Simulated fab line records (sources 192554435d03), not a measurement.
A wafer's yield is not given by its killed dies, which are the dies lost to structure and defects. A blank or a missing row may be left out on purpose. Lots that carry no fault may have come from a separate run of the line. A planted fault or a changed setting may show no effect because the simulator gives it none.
Split-lot experiment	flow n5 finfet	7 lots, 21 wafers read, on a route of 1938 steps

## SPLIT DETAILS
At N5_BEOL_M11_HM_DEP_02 (deposits TiN, target thk 20 nm), the setting target thk a was moved away from the recipe's 200 angstrom on 8 of the 21 wafers read, by -10.1% to +10.6%. For the rest of the wafers, this setting stayed at what the recipe calls for.

## FROM THE SPLIT TO THE READING: what the file shows between them, 5 steps
- N5_BEOL_M11_COAT_59: time 60 s, resist thk 100 nm
- N5_BEOL_M11_COAT_60: time 60 s, resist thk 30 nm
- N5_BEOL_M11_STRIP_68: strips in N2/H2
- N5_BEOL_M11_STRIP_67: strips in CF4
- N5_BEOL_M11_HM_OPEN_17: chemistry Cl2/BCl3, target TiN, target depth 20 nm, overetch 6 nm

## THE READING
TiN_of_BEOL_M11_HM_DEP_02.thk nm (the simulator's own value, which no gauge read), in nm, at N5_BEOL_M11_TRENCH_ETCH_37 (etches SiCOH lowk in C4F6/O2, target depth 148.83 nm, time 48 s). No usual value for it is given in the file. The 13 wafers here that ran the recipe average 15.9 nm, standard deviation 0.31 nm.

wafer	tool, chamber at the split	target thk a as run, angstrom	against the recipe	TiN_of_BEOL_M11_HM_DEP_02.thk nm, nm	against lot-mates on the recipe
L077.2	pvd sputter-01, -	180.5	-9.8%	14.4	-1.8
L077.3	pvd sputter-01, -	180.5	-9.8%	14	-2.2
L077.4	pvd sputter-01, -	200	recipe	16.2	-
L084.1	pvd sputter-02, -	200	recipe	16.2	-
L084.2	pvd sputter-02, -	179.8	-10.1%	14.2	-2.0
L084.4	pvd sputter-02, -	179.8	-10.1%	14.4	-1.8
L080.2	pvd sputter-02, -	200	recipe	15.8	-
L080.4	pvd sputter-02, -	200	recipe	15.6	-
L080.5	pvd sputter-02, -	200	recipe	15.8	-
L087.2	pvd sputter-02, -	200	recipe	15.8	-
L087.3	pvd sputter-02, -	200	recipe	15.8	-
L087.5	pvd sputter-02, -	220.7	+10.3%	17.6	+1.8
L085.2	pvd sputter-02, -	192.9	-3.5%	14.6	-1.2
L085.4	pvd sputter-02, -	192.9	-3.5%	15.2	-0.6
L085.5	pvd sputter-02, -	200	recipe	15.8	-
L091.1	pvd sputter-03, -	200	recipe	16.4	-
L091.4	pvd sputter-03, -	221.2	+10.6%	18.6	+2.2
L091.6	pvd sputter-03, -	200	recipe	16.4	-
L090.2	pvd sputter-03, -	200	recipe	15.4	-
L090.3	pvd sputter-03, -	200	recipe	15.6	-
L090.5	pvd sputter-03, -	200	recipe	15.6	-

THE FIT
A straight line over all 21 wafers: TiN_of_BEOL_M11_HM_DEP_02.thk nm changes by +0.187 nm for each +1% of target thk a; r = +0.95; the points scatter about the line by 0.36 nm.
The same after taking each lot's own level away (the mean of its wafers on the recipe; 21 wafers): +0.196 nm for each +1%; r = +0.99; scatter 0.16 nm.
According to that fit, moving target thk a by its largest amount changes the reading by 2.1 nm.
The lots' own levels span 15.53 to 16.40 nm, that is 2.8 times the standard deviation above.
Hence the lot-to-lot level has little effect on the slope; both slopes agree.
Check: +1.99 nm against its lot-mates is what the line predicts for one of the wafers moved furthest among these (+10.6%) when that wafer is left out of the fit. It came out at +2.2 nm against them.

## ADDITIONAL SPLITS CARRIED BY THESE WAFERS
Before the reading, these wafers also passed through other splits. Each is held against what the fit with the lots' levels taken away leaves over:
other split on the same wafers	wafers away from the commonest value	r with TiN_of_BEOL_M11_HM_DEP_02.thk nm (lot level and that fit taken away)
N5_BEOL_M8_COAT_60 spin rpm	7	-0.46
N5_BEOL_M8_TRENCH_ETCH_37 bias w	9	+0.19
N5_BEOL_M10_ILD_DEP_00 time s	11	+0.18
N5_BEOL_M11_ILD_DEP_00 time s	8	+0.39

## THE WHOLE CHAIN: every reading that the file lists as answering this split, in the file's order
step	what it does	reading	change (the file's fit)	r (the file's)
N5_BEOL_M11_HM_DEP_02	deposits TiN, target thk 20 nm	TiN_of_BEOL_M11_HM_DEP_02.thk nm (the simulator's own value, which no gauge read)	+0.187 nm for each +1% of the setting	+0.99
N5_BEOL_M11_HM_OPEN_17	chemistry Cl2/BCl3, target TiN, target depth 20 nm, overetch 6 nm	etch.depth nm (the simulator's own value, which no gauge read)	+0.187 nm for each +1% of the setting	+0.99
N5_BEOL_M11_TRENCH_ETCH_37	etches SiCOH lowk in C4F6/O2, target depth 148.83 nm, time 48 s	TiN_of_BEOL_M11_HM_DEP_02.thk nm (the simulator's own value, which no gauge read)	+0.195 nm for each +1% of the setting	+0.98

## FILE'S OWN FIT
TiN_of_BEOL_M11_HM_DEP_02.thk nm changes by +0.195 nm for each +1% of target thk a, r = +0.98.
